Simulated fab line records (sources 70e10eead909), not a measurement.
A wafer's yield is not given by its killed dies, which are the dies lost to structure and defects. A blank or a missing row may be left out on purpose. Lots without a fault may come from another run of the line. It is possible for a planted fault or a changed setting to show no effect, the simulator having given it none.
Comparing a struck lot with a sound one | flow nandHarc | 14 out of 1302 route steps
Sound: these wafers, L573.1, L573.5, L573.6. Struck: wafer L582.3 (L582.1, L582.6, from the same lot, were not struck and are left out); the cause is given at the end.
Per side, at each step with rows, come the tool, then ch with its chambers, and then its first start. Under that, the readings that differ: sound wafers | struck wafers | difference of the means | sigmas: that difference in standard deviations of wafers without a fault.
alike: words and numbers the same on both sides, and readings whose means are apart by under 2 such deviations; not compared: readings that were withheld, readings missing a value for some wafer, numbers with overlapping values and no deviation given by the record, and bounds like >300 which may hide the same value.
A row with sigmas, a row that says differs or no value, or rows on one side alone: a step with any of these is where the two part. Numbers that don't overlap but have no deviation are shown without sigmas and don't part them. A reading missing from all wafers of one side parts the sides only when that side holds two or more wafers.

first, 1 step without rows for these wafers: NHARC_A_ONON_D1_DEP_03 (target thk 1000 nm).
NHARC_A_ONON_D1_THK_MEAS_05: measures by ellipsometry.
  sound on filmMetro-02, day 7 21:04; struck on filmMetro-01, day 11 12:40
  alike: thkNm
then, 1 step without rows for these wafers: NHARC_A_ONON_D1_DEP_06 (target thk 1000 nm).
NHARC_A_ONON_D1_THK_MEAS_08: measures by ellipsometry.
  sound on filmMetro-02, day 7 21:37; struck on filmMetro-01, day 11 13:14
  alike: thkNm
then, 1 step without rows for these wafers: NHARC_A_ONON_D1_DEP_09 (target thk 1000 nm).
NHARC_A_ONON_D1_THK_MEAS_11: measures by ellipsometry.
  sound on filmMetro-01, day 7 22:11; struck on filmMetro-01, day 11 13:48
  alike: thkNm
then, 1 step without rows for these wafers: NHARC_A_ONON_D1_DEP_12 (target thk 1000 nm).
NHARC_A_ONON_D1_THK_MEAS_14: measures by ellipsometry.
  sound on filmMetro-01, day 7 22:46; struck on filmMetro-01, day 11 14:22
  alike: thkNm
then, 2 steps without rows for these wafers: NHARC_A_ONON_D1_ANNEAL_15 (time 3600 s); NHARC_A_ONON_D1_DEP_16 (target thk 1000 nm).
NHARC_A_ONON_D1_THK_MEAS_18: measures by ellipsometry.
  sound on filmMetro-02, day 8 08:16; struck on filmMetro-02, day 12 01:41
  alike: thkNm
NHARC_A_ONON_D1_DEP_19: target thk 1000 nm.
  sound on pecvdOnon-04 ch 0, day 8 08:19; struck on pecvdOnon-04 ch 0, day 12 01:44
  alike: n2oFlowSccm
NHARC_A_ONON_D1_THK_MEAS_21: measures by ellipsometry.
  sound on filmMetro-02, day 8 08:49; struck on filmMetro-02, day 12 02:14
reading    | sound       | struck | difference | sigmas
thkNm (nm) | 989 988 987 | 1056   | +68        | +7
then, 1 step without rows for these wafers: NHARC_A_ONON_D1_DEP_22 (target thk 1000 nm).

== WHERE THEY PART ==
At NHARC_A_ONON_D1_THK_MEAS_21 and nowhere else, as far as this record goes.

WHY: what the simulator had put in
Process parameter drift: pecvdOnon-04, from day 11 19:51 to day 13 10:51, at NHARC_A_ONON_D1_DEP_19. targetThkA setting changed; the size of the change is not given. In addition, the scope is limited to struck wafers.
